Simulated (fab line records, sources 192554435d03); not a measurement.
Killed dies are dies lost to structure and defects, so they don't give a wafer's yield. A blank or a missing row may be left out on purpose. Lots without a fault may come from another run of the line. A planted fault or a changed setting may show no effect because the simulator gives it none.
Split-lot experiment | flow n5_finfet | 7 lots, 39 wafers read, on a route of 1938 steps

THE SPLIT
At N5_BEOL_M0_SAQP_PECVD_96 (deposits a-Si from SiH4/He, target thk 45 nm, time 45.2 s), the setting time_s was moved away from the recipe's 45.2 s on 15 of the 39 wafers read, by -44.2% to +58.7%. The other wafers ran this setting at the recipe's value.

FROM THE SPLIT TO THE READING: what the file shows between them, 4 steps
- N5_BEOL_M0_SAQP_PECVD_97: deposits SiNx from SiH4/NH3/N2, target thk 23 nm, time 19.9 s
- N5_BEOL_M0_SAQP_PECVD_04: deposits a-Si from SiH4/He, target thk 60 nm, time 60.2 s
- N5_BEOL_M0_SAQP_ETCH_101: etches SiNx in CH3F/O2, target depth 29.9 nm, time 42.7 s
- N5_BEOL_M0_SAQP_ETCH_102: etches SiO2 in CF4, target depth 4 nm, time 4.4 s

THE READING
oes_product_au, in a.u., at N5_BEOL_M0_SAQP_MANDREL_ETCH_103 (etches a-Si in HBr/Cl2, stops on SiCN, target depth 45 nm, bt time 10 s, time 27 s). Fault-free wafers of this fab line usually give 0.687 a.u., standard deviation 0.0079 a.u..

wafer  | tool, chamber at the split | time_s as run, s | against the recipe | oes_product_au, a.u. | against lot-mates on the recipe
L074.1 | pecvd-04, 2                | 45.2             | recipe             | 0.686                | -
L074.2 | pecvd-04, 1,0              | 31.3             | -30.8%             | 0.563                | -0.124
L074.3 | pecvd-04, 0                | 31.3             | -30.8%             | 0.542                | -0.145
L074.4 | pecvd-04, 2,1              | 45.2             | recipe             | 0.685                | -
L074.5 | pecvd-04, 1,0              | 31.3             | -30.8%             | 0.562                | -0.125
L074.6 | pecvd-04, 2,1              | 45.2             | recipe             | 0.691                | -
L080.1 | pecvd-01, 2,1              | 45.2             | recipe             | 0.701                | -
L080.4 | pecvd-01, 2                | 45.2             | recipe             | 0.689                | -
L080.6 | pecvd-01, 2,1              | 45.2             | recipe             | 0.690                | -
L087.1 | pecvd-04, 1                | 45.2             | recipe             | 0.678                | -
L087.2 | pecvd-04, 2                | 69.25            | +53.2%             | 0.901                | +0.219
L087.3 | pecvd-04, 0                | 69.25            | +53.2%             | 0.904                | +0.222
L087.4 | pecvd-04, 0                | 69.25            | +53.2%             | 0.907                | +0.225
L087.5 | pecvd-04, 1                | 45.2             | recipe             | 0.691                | -
L087.6 | pecvd-04, 2                | 45.2             | recipe             | 0.677                | -
L088.1 | pecvd-04, 2                | 71.72            | +58.7%             | 0.932                | +0.248
L088.2 | pecvd-04, 1                | 45.2             | recipe             | 0.680                | -
L088.3 | pecvd-04, 0                | 45.2             | recipe             | 0.687                | -
L088.4 | pecvd-04, 0                | 45.2             | recipe             | 0.685                | -
L088.5 | pecvd-04, 1                | 71.72            | +58.7%             | 0.941                | +0.257
L088.6 | pecvd-04, 2                | 71.72            | +58.7%             | 0.920                | +0.236
L090.1 | pecvd-04, 1,2              | 45.2             | recipe             | 0.685                | -
L090.2 | pecvd-04, 1,2              | 45.2             | recipe             | 0.667                | -
L090.3 | pecvd-04, 0,1              | 45.2             | recipe             | 0.684                | -
L090.4 | pecvd-04, 2                | 45.2             | recipe             | 0.690                | -
L090.5 | pecvd-04, 0                | 45.2             | recipe             | 0.688                | -
L090.6 | pecvd-04, 0,1              | 45.2             | recipe             | 0.677                | -
L095.1 | pecvd-01, 0                | 45.2             | recipe             | 0.693                | -
L095.2 | pecvd-01, 1,2              | 25.22            | -44.2%             | 0.503                | -0.184
L095.3 | pecvd-01, 2                | 25.22            | -44.2%             | 0.510                | -0.177
L095.4 | pecvd-01, 1,0              | 45.2             | recipe             | 0.689                | -
L095.5 | pecvd-01, 1,2              | 25.22            | -44.2%             | 0.503                | -0.184
L095.6 | pecvd-01, 1,0              | 45.2             | recipe             | 0.679                | -
L096.1 | pecvd-03, 1                | 45.2             | recipe             | 0.694                | -
L096.2 | pecvd-03, 2                | 62.72            | +38.8%             | 0.838                | +0.140
L096.3 | pecvd-03, 0                | 45.2             | recipe             | 0.702                | -
L096.4 | pecvd-03, 2                | 45.2             | recipe             | 0.699                | -
L096.5 | pecvd-03, 1                | 62.72            | +38.8%             | 0.856                | +0.158
L096.6 | pecvd-03, 0                | 62.72            | +38.8%             | 0.861                | +0.163
Where a row lists several chambers, the file gives one row for several wafers and doesn't say which wafer went through which chamber.

THE FIT
A straight line over all 39 wafers: oes_product_au changes by +0.00415 a.u. for each +1% of time_s; r = +1.00; the points scatter about the line by 0.0082 a.u..
The same after taking each lot's own level away (the mean of its wafers on the recipe; 39 wafers): +0.00416 a.u. for each +1%; r = +1.00; scatter 0.0071 a.u..
On that fit, the largest move of time_s shifts the reading by 0.24 a.u..
The lots' own levels span 0.6818 to 0.6983 a.u., that is 2.1 times the standard deviation above.
So the lot-to-lot level changes the slope little: the two slopes agree.
Check: with one of the wafers moved furthest among these (+58.7%) left out of the fit, the line predicts +0.243 a.u. for it against its lot-mates. It came out at +0.248 a.u. against them.

THE WHOLE CHAIN: every reading that the file lists as answering this split, in the file's order
step                             | what it does                                                                       | reading                                                                               | change (the file's fit)                   | r (the file's)
N5_BEOL_M0_SAQP_PECVD_96         | deposits a-Si from SiH4/He, target thk 45 nm, time 45.2 s                          | a-Si_of_BEOL_M0_SAQP_PECVD_96.thk_nm (the simulator's own value, which no gauge read) | +0.453 nm for each +1% of the setting     | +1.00
N5_BEOL_M0_SAQP_MANDREL_ETCH_103 | etches a-Si in HBr/Cl2, stops on SiCN, target depth 45 nm, bt time 10 s, time 27 s | oes_product_au                                                                        | +0.00415 a.u. for each +1% of the setting | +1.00
N5_BEOL_M0_SAQP_MANDREL_ETCH_103 | etches a-Si in HBr/Cl2, stops on SiCN, target depth 45 nm, bt time 10 s, time 27 s | etch.depth_nm (the simulator's own value, which no gauge read)                        | +0.454 nm for each +1% of the setting     | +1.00

THE FILE'S OWN FIT
oes_product_au changes by +0.00415 a.u. for each +1% of time_s, r = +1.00.
